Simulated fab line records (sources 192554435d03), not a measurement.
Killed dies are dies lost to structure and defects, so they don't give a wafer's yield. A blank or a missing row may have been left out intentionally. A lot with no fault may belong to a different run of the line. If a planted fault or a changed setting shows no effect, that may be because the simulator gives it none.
Code-filled problem report in 8D (eight disciplines) form | flow n5-finfet | the parts of the form that need people (team, actions taken, sign-off) are left out

== 1. PROBLEM STATEMENT ==
etch-rf-on-time-s at N5_BEOL_M10_ETCH_61 reads a mean of 44.4 s on 1 wafer of 1 lot; wafers without a fault read 64.9 s with a standard deviation of 1.1. That puts it -19 standard deviations away from the usual mean.
The step: etches SiARC in CF4, target depth 39 nm, time 65 s.
First seen on wafer L959.4, day 15 16:28, on rie-diel-04. Wafers with a number at this step in the record: 31, from 12 lots. Rule for "out" (also "out of limits"): further than 4 standard deviations from the usual mean. Any other wafer with a number is counted as sound.

== 2. WHAT IT IS, WHAT IT ISN'T ==
question                    | is                | is not
which readings at this step | etch-rf-on-time-s | drypump-motor-current-A, rf-vpp-V, showerhead-plenum-p-Torr, throttle-valve-pct
which lots                  | L959              | L939, L940, L941, L943, L944, L945, L946, L947, L948, L949, L960
which wafers of those lots  | L959.4            | L959.6
read on which tools         | rie-diel-04       | rie-diel-02, rie-diel-03
when                        | from day 15 16:28 | up to then (28 sound wafers); but 2 sound wafers of L960 came after

== 3. WHAT RULES OUT EACH SUSPECT ==
Counting: if a tool at a process step up to the reading ran every lot that is out, it stays a suspect. Sound lots after the first of them don't rule it out here, since some wafers of a struck lot are sound.
- pecvd-01 at N5_BEOL_M10_PECVD_70 (deposits SiO2 from TEOS/O2, target thk 20 nm, time 22.7 s): kept. The lot that is out, L959, ran on it at day 15 14:50; the last sound lot it ran before that was L947, at day 13 01:53.
- rie-diel-04 at N5_BEOL_M10_ETCH_61 (etches SiARC in CF4, target depth 39 nm, time 65 s): kept. The lot that is out, L959, ran on it at day 15 16:28; the last sound lot it ran before that was L948, at day 13 01:31. On those wafers its own readings are out: etch-rf-on-time-s.
- At N5_BEOL_M10_PECVD_70 on pecvd-01, chamber 1 took the sound wafers of the same lots and chamber 2 took the wafers that are out.
- At N5_BEOL_M10_ETCH_61 on rie-diel-04, chamber 2 took the sound wafers of the same lots and chamber 3 took the wafers that are out.
After counting, pecvd-01 at N5_BEOL_M10_PECVD_70 and rie-diel-04 at N5_BEOL_M10_ETCH_61 remain.

== 4. THE CAUSE (what the simulator had put in) ==
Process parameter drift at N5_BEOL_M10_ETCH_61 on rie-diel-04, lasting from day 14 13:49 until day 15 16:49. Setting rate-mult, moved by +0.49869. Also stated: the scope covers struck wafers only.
Of the 2 suspects that counting leaves, this tool is one.

== 5. THE EFFECT CHAIN, in route order ==
One row per reading whose mean, taken over the struck wafers that have a number, lies over 3 standard deviations from the usual. Readings are gone through only where the record gives a usual standard deviation; hours: the median, over the lots, of the time from a lot's start at the first step in this table giving one to that lot's start at this step; sigmas: the change measured in usual standard deviations.
hours | step                | reading           | usual  | on struck wafers | change | sigmas
0     | N5_BEOL_M10_ETCH_61 | etch-rf-on-time-s | 64.9 s | 44.4             | -20.5  | -19
Here are the process steps it includes:
- N5_BEOL_M10_ETCH_61: etches SiARC in CF4, target depth 39 nm, time 65 s.

== 6. HOW IT WOULD HAVE BEEN CAUGHT EARLIER ==
In this record the first reading out of limits was taken at day 15 16:28, 27 hours after the fault began at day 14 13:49.
